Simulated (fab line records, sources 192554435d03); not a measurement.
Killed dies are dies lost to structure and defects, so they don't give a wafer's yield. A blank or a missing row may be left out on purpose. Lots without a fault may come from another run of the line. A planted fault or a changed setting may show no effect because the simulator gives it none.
Split-lot experiment | flow n5_finfet | 7 lots, 21 wafers read, on a route of 1938 steps

THE SPLIT
At N5_PASSIVATION_ETCH_54 (etches SiO2 in CHF3/O2, target depth 880 nm, time 440 s), the setting bias_w was moved away from the recipe's 170 W on 9 of the 21 wafers read, by -12.8% to +16.4%. The other wafers ran this setting at the recipe's value.

The reading is taken at the split's own step.

THE READING
rf_vpp_V, in V, at N5_PASSIVATION_ETCH_54 (etches SiO2 in CHF3/O2, target depth 880 nm, time 440 s). Fault-free wafers of this fab line usually give 531 V, standard deviation 7.5 V.

wafer  | tool, chamber at the split | bias_w as run, W | against the recipe | rf_vpp_V, V | against lot-mates on the recipe
L076.1 | rie_diel-01, 3             | 170              | recipe             | 526         | -
L076.2 | rie_diel-01, 0             | 156              | -8.2%              | 488         | -38
L076.4 | rie_diel-01, 1             | 156              | -8.2%              | 501         | -25
L080.1 | rie_diel-02, 2             | 197.8            | +16.4%             | 619         | +96
L080.4 | rie_diel-02, 0             | 170              | recipe             | 527         | -
L080.6 | rie_diel-02, 3             | 170              | recipe             | 518         | -
L079.2 | rie_diel-01, 0             | 148.2            | -12.8%             | 468         | -57
L079.5 | rie_diel-01, 2             | 148.2            | -12.8%             | 478         | -47
L079.6 | rie_diel-01, 3             | 170              | recipe             | 525         | -
L092.4 | rie_diel-01, 1             | 170              | recipe             | 535         | -
L092.5 | rie_diel-01, 2             | 153.4            | -9.8%              | 492         | -44
L092.6 | rie_diel-01, 1             | 170              | recipe             | 537         | -
L093.2 | rie_diel-01, 2             | 170              | recipe             | 532         | -
L093.3 | rie_diel-01, 0             | 152.6            | -10.2%             | 480         | -52
L093.4 | rie_diel-01, 1             | 152.6            | -10.2%             | 492         | -40
L094.4 | rie_diel-01, 2             | 170              | recipe             | 532         | -
L094.5 | rie_diel-01, 2             | 170              | recipe             | 533         | -
L094.6 | rie_diel-01, 1             | 170              | recipe             | 537         | -
L096.1 | rie_diel-06, 1             | 170              | recipe             | 533         | -
L096.2 | rie_diel-06, 3             | 187.8            | +10.5%             | 582         | +52
L096.4 | rie_diel-06, 2             | 170              | recipe             | 526         | -

THE FIT
A straight line over all 21 wafers: rf_vpp_V changes by +4.73 V for each +1% of bias_w; r = +0.98; the points scatter about the line by 6.3 V.
The same after taking each lot's own level away (the mean of its wafers on the recipe; 21 wafers): +4.79 V for each +1%; r = +0.98; scatter 6.3 V.
On that fit, the largest move of bias_w shifts the reading by 78 V.
The lots' own levels span 522.5 to 536.0 V, that is 1.8 times the standard deviation above.
So the lot-to-lot level changes the slope little: the two slopes agree.
Check: with one of the wafers moved furthest among these (+16.4%) left out of the fit, the line predicts +72.3 V for it against its lot-mates. It came out at +96.5 V against them.
Tool readings at the split's step, against how far the setting was moved: rf_vpp_V r = +0.98.

OTHER SPLITS ON THESE WAFERS
These wafers also went through other splits before the reading. Each is held against what the fit with the lots' levels taken away leaves over:
other split on the same wafers   | wafers away from the commonest value | r with rf_vpp_V (lot level and that fit taken away)
N5_BEOL_M12_ETCH_68 time_s       | 8                                    | -0.01
N5_BEOL_M14_COAT_66 spin_rpm     | 7                                    | -0.10
N5_BEOL_M14_EXPOSE_25 dose_mj    | 8                                    | -0.07
N5_PASSIVATION_EXPOSE_27 dose_mj | 5                                    | -0.23

THE WHOLE CHAIN: every reading that the file lists as answering this split, in the file's order
step                   | what it does                                            | reading                                                                       | change (the file's fit)              | r (the file's)
N5_PASSIVATION_ETCH_54 | etches SiO2 in CHF3/O2, target depth 880 nm, time 440 s | rf_vpp_V                                                                      | +4.91 V for each +1% of the setting  | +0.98
N5_PASSIVATION_ETCH_54 | etches SiO2 in CHF3/O2, target depth 880 nm, time 440 s | etch.depth_nm (the simulator's own value, which no gauge read)                | +3.72 nm for each +1% of the setting | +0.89
N5_PASSIVATION_ETCH_54 | etches SiO2 in CHF3/O2, target depth 880 nm, time 440 s | PASSIVATION.feature_depth_nm (the simulator's own value, which no gauge read) | +3.72 nm for each +1% of the setting | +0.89

THE FILE'S OWN FIT
rf_vpp_V changes by +4.91 V for each +1% of bias_w, r = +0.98.
